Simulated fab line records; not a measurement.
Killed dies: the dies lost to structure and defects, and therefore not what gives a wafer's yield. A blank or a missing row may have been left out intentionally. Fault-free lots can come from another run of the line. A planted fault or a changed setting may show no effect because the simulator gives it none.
Matching of chambers ; flow n5-finfet ; N5_BEOL_M3_ILD_DEP_00 on pecvd-04: 3 sister chambers
The step deposits SiOC from DEMS/O2, target thk 79 nm, time 15.3 s. 3 wafers are shown with their chamber, then 8 later ones without.

## WAFERS, EACH WITH ITS CHAMBER
wafer;chamber;throttle-valve-pct (%)
L968.4;1;12.4
L969.4;0;12.6
L971.5;2;11.2

## WAFERS WHOSE CHAMBER IS MISSING
wafer;throttle-valve-pct (%)
L970.1;12.3
L970.5;12.1
L970.6;11.6
L972.1;12.2
L972.3;11.7
L972.4;12.3
L979.1;12.4
L979.5;12.3

## THE CHAMBER EACH PASSED THROUGH
wafer;from the rows above;in truth
L970.1;can't be placed: 1 or 0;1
L970.5;can't be placed: 1 or 0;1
L970.6;can't be placed: 2 or 1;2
L972.1;can't be placed: 1 or 0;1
L972.3;can't be placed: 2 or 1 or 0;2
L972.4;can't be placed: 1 or 0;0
L979.1;can't be placed: 1 or 0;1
L979.5;can't be placed: 1 or 0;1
Placed correctly: 0 of 8. These rows do not allow placing 8 (true chamber among the candidates in 8). Number placed wrongly: 0.
How it was worked out, from the rows above alone: a wafer's distance from a chamber is the root of the sum, over the readings, of the square of ((its reading less the chamber's mean) divided by the reading's scatter). The wafer belongs to the nearest chamber; if the next one is less than 2 further off, it can't be placed. The mean given for a chamber averages the wafers shown for that chamber. The scatter (one wafer shown for each chamber): square how far every hidden wafer sits from the nearest shown wafer, average those squares and take the square root.
